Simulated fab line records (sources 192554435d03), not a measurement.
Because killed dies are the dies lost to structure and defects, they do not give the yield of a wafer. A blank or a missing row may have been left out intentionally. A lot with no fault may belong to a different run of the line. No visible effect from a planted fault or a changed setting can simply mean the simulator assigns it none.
Which of the tools did it? + flow n5_finfet + 30 wafers from 10 lots sampled at 5 of the route's 1938 steps

## WHAT EACH GAUGE READ, for each wafer
N5_BEOL_M13_INSPECT_55: inspects for defects (darkfield).
| lot  | measured     | on                | raw_defect_count |
|------|--------------|-------------------|------------------|
| L304 | day 11 08:16 | defect_inspect-01 | 40 42 43         |
| L310 | day 13 13:12 | defect_inspect-01 | 53 62 71         |
| L315 | day 14 03:36 | defect_inspect-01 | 62 34 56         |
| L318 | day 14 20:57 | defect_inspect-01 | 61 62 74         |
| L319 | day 15 00:44 | defect_inspect-02 | 65 66 45         |
| L320 | day 15 20:07 | defect_inspect-02 | 58 99 125        |
| L323 | day 16 12:48 | defect_inspect-01 | 41 37 37         |
| L327 | day 17 07:11 | defect_inspect-01 | 55 90 91         |
| L325 | day 17 10:16 | defect_inspect-01 | 81 84 48         |
| L326 | day 17 12:48 | defect_inspect-01 | 69 60 55         |

N5_BEOL_M14_CD_MEAS_28 targets a cd of 284.4 nm.
| lot  | measured     | on        | cd_nm (nm)        |
|------|--------------|-----------|-------------------|
| L304 | day 11 10:01 | cd_sem-01 | 281.7 281.8 281.3 |
| L310 | day 13 14:41 | cd_sem-02 | 283.5 283.6 281.9 |
| L315 | day 14 04:59 | cd_sem-03 | 283.4 284.1 283.6 |
| L318 | day 14 22:28 | cd_sem-01 | 283.5 283.4 285.4 |
| L319 | day 15 02:23 | cd_sem-01 | 283.0 285.8 283.3 |
| L320 | day 15 21:39 | cd_sem-03 | 278.2 277.7 279.7 |
| L323 | day 16 14:26 | cd_sem-03 | 276.3 276.0 276.0 |
| L327 | day 17 08:42 | cd_sem-01 | 283.7 282.1 281.8 |
| L325 | day 17 11:51 | cd_sem-01 | 283.2 285.9 283.8 |
| L326 | day 17 14:16 | cd_sem-02 | 282.5 282.8 283.3 |

## WHAT TOOL EACH LOT RAN ON (gives the tool, then ch and the chambers of the sampled wafers, and finally the start)
| lot  | N5_BEOL_M13_CMP_49            | N5_BEOL_M14_ETCH_59                | N5_BEOL_M14_PEB_26                |
|------|-------------------------------|------------------------------------|-----------------------------------|
| L304 | cmp-02 ch 0,3, day 11 07:49   | rie_diel-06 ch 1,2, day 11 09:10   | litho_track-05 ch 0, day 11 09:53 |
| L310 | cmp-01 ch 0,1, day 13 12:45   | rie_diel-06 ch 0,2,3, day 13 13:58 | litho_track-05 ch 0, day 13 14:34 |
| L315 | cmp-02 ch 0,3, day 14 03:09   | rie_diel-06 ch 0,3, day 14 04:16   | litho_track-02 ch 0, day 14 04:52 |
| L318 | cmp-01 ch 0,1, day 14 20:30   | rie_diel-02 ch 1,2,3, day 14 21:44 | litho_track-02 ch 0, day 14 22:20 |
| L319 | cmp-04 ch 0,2, day 15 00:20   | rie_diel-02 ch 0,1,2, day 15 01:31 | litho_track-05 ch 0, day 15 02:16 |
| L320 | cmp-04 ch 0,1, day 15 19:38   | rie_diel-06 ch 0,2,3, day 15 20:54 | litho_track-05 ch 0, day 15 21:32 |
| L323 | cmp-02 ch 0,1,3, day 16 12:21 | rie_diel-03 ch 0,1,3, day 16 13:35 | litho_track-05 ch 0, day 16 14:19 |
| L327 | cmp-01 ch 2,3, day 17 06:44   | rie_diel-02 ch 0,1,2, day 17 07:51 | litho_track-02 ch 0, day 17 08:35 |
| L325 | cmp-04 ch 0,1,3, day 17 09:49 | rie_diel-02 ch 0,1,3, day 17 11:07 | litho_track-04 ch 0, day 17 11:44 |
| L326 | cmp-04 ch 0,2,3, day 17 12:22 | rie_diel-06 ch 0,2,3, day 17 13:32 | litho_track-02 ch 0, day 17 14:09 |
- N5_BEOL_M13_CMP_49: polishes, stops on SiOC, t overpolish 17.1 s, target thk 420 nm.
- N5_BEOL_M14_ETCH_59: etches BARC in N2/H2, target depth 89 nm, overetch 26.7 nm, time 67.9 s.
- N5_BEOL_M14_PEB_26: peb time 90 s.

## AS READ BY THE TOOLS THEMSELVES (means over the sampled wafers that have a number; for cases with no such wafer, the mark the record gives instead)
N5_BEOL_M13_CMP_49.
| lot  | tool   | barrier_field_endpoint_s (s) | edge_zone_pressure_frac | motor_current_A (A) | overpolish_run_s (s) | slurry_filter_dp_kPa (kPa) |
|------|--------|------------------------------|-------------------------|---------------------|----------------------|----------------------------|
| L304 | cmp-02 | 30.9                         | 1.006                   | 5.4                 | 17.105               | 13.55                      |
| L310 | cmp-01 | 30.7                         | 1.005                   | 6.7                 | 17.105               | 13.48                      |
| L315 | cmp-02 | 30.5                         | 1.004                   | 5.0                 | 17.094               | 13.45                      |
| L318 | cmp-01 | 30.5                         | 1.000                   | 6.7                 | 17.096               | 13.55                      |
| L319 | cmp-04 | 30.5                         | 1.000                   | 5.2                 | 17.104               | 13.53                      |
| L320 | cmp-04 | 31.7                         | 0.999                   | 5.3                 | 17.100               | 13.49                      |
| L323 | cmp-02 | 30.4                         | 1.007                   | 5.5                 | 17.100               | 13.47                      |
| L327 | cmp-01 | 31.2                         | 1.003                   | 6.8                 | 17.096               | 13.57                      |
| L325 | cmp-04 | 29.8                         | 1.002                   | 5.6                 | 17.102               | 13.51                      |
| L326 | cmp-04 | 30.0                         | 0.997                   | 5.6                 | 17.105               | 13.53                      |

N5_BEOL_M14_ETCH_59.
| lot  | tool        | drypump_motor_current_A (A) | oes_product_au (a.u.) | rf_vpp_V (V) | showerhead_plenum_p_Torr (Torr) | throttle_valve_pct (%) |
|------|-------------|-----------------------------|-----------------------|--------------|---------------------------------|------------------------|
| L304 | rie_diel-06 | 5.2                         | 0.66                  | 521.2        | 2.43                            | 17.80                  |
| L310 | rie_diel-06 | 6.1                         | 0.68                  | 521.6        | 2.49                            | 17.95                  |
| L315 | rie_diel-06 | 6.5                         | 0.66                  | 523.8        | 2.53                            | 18.09                  |
| L318 | rie_diel-02 | 5.2                         | 0.67                  | 522.9        | 2.52                            | 18.06                  |
| L319 | rie_diel-02 | 5.2                         | 0.66                  | 521.9        | 2.48                            | 18.14                  |
| L320 | rie_diel-06 | 6.1                         | 0.66                  | 522.0        | 2.48                            | 17.98                  |
| L323 | rie_diel-03 | 5.9                         | 0.65                  | 525.5        | 2.58                            | 17.66                  |
| L327 | rie_diel-02 | 5.2                         | 0.64                  | 521.1        | 2.47                            | 18.18                  |
| L325 | rie_diel-02 | 5.3                         | 0.62                  | 523.3        | 2.53                            | 18.06                  |
| L326 | rie_diel-06 | 6.1                         | 0.65                  | 522.9        | 2.48                            | 18.00                  |

N5_BEOL_M14_PEB_26.
| lot  | tool           | heater_power_total_W (W) | plate_temp_C (C) |
|------|----------------|--------------------------|------------------|
| L304 | litho_track-05 | 171.8                    | 130.08           |
| L310 | litho_track-05 | 172.4                    | 129.74           |
| L315 | litho_track-02 | 172.7                    | 129.86           |
| L318 | litho_track-02 | 172.2                    | 130.20           |
| L319 | litho_track-05 | 172.7                    | 129.89           |
| L320 | litho_track-05 | 170.1                    | 128.97           |
| L323 | litho_track-05 | 170.0                    | 128.90           |
| L327 | litho_track-02 | 172.7                    | 129.91           |
| L325 | litho_track-04 | 171.7                    | 130.03           |
| L326 | litho_track-02 | 172.7                    | 129.85           |

## THE ANSWER, worked out from the rows above alone
Rule: the usual values come from the lots themselves. Put in order of their means at a reading, lots are off if they are a third of the lots or fewer, leave a main group of 4 or more, and stand apart from it by a gap of 3 or more times the standard deviation of the main group's means; of several such gaps the widest counts. A main group is skipped when, at the precision printed for the reading in the tables above, its means are all equal. Also off: a lot with no number at a reading for which 4 or more lots have one. The other lots that the step has rows for count as sound. Order of review: gauges by route order, followed by the tools' own readings, for which a lot's mean as printed above is used. The first step at which some lot is off is used, and at that step the reading that is off furthest; a lot without a number counts as furthest.
Off, at N5_BEOL_M14_CD_MEAS_28 on cd_nm: L320, L323. The main group has a mean of 283.3 nm with a standard deviation of 0.87.
If a tool, at a process step before that reading, ran all the lots that are off and no sound lot after the first of them, it fits. The gauges at N5_BEOL_M14_CD_MEAS_28 aren't tried: what is off there is off at N5_BEOL_M14_PEB_26 too, on other tools, and a gauge's error can't cause that. One fits: litho_track-05 at N5_BEOL_M14_PEB_26. Its last sound lot is L319 (day 15 02:16), its first lot that is off L320 (day 15 21:32): a fault that began between those two fits.
The tool's own readings at N5_BEOL_M14_PEB_26 bear it out: on the lots that are off they differ by more than 5 times the standard deviation of the sound lots' means. heater_power_total_W reads 170.1 W there against 172.4 W on the sound lots; plate_temp_C reads 128.94 C there against 129.94 C on the sound lots.

## WHAT THE SIMULATOR HAD INSERTED
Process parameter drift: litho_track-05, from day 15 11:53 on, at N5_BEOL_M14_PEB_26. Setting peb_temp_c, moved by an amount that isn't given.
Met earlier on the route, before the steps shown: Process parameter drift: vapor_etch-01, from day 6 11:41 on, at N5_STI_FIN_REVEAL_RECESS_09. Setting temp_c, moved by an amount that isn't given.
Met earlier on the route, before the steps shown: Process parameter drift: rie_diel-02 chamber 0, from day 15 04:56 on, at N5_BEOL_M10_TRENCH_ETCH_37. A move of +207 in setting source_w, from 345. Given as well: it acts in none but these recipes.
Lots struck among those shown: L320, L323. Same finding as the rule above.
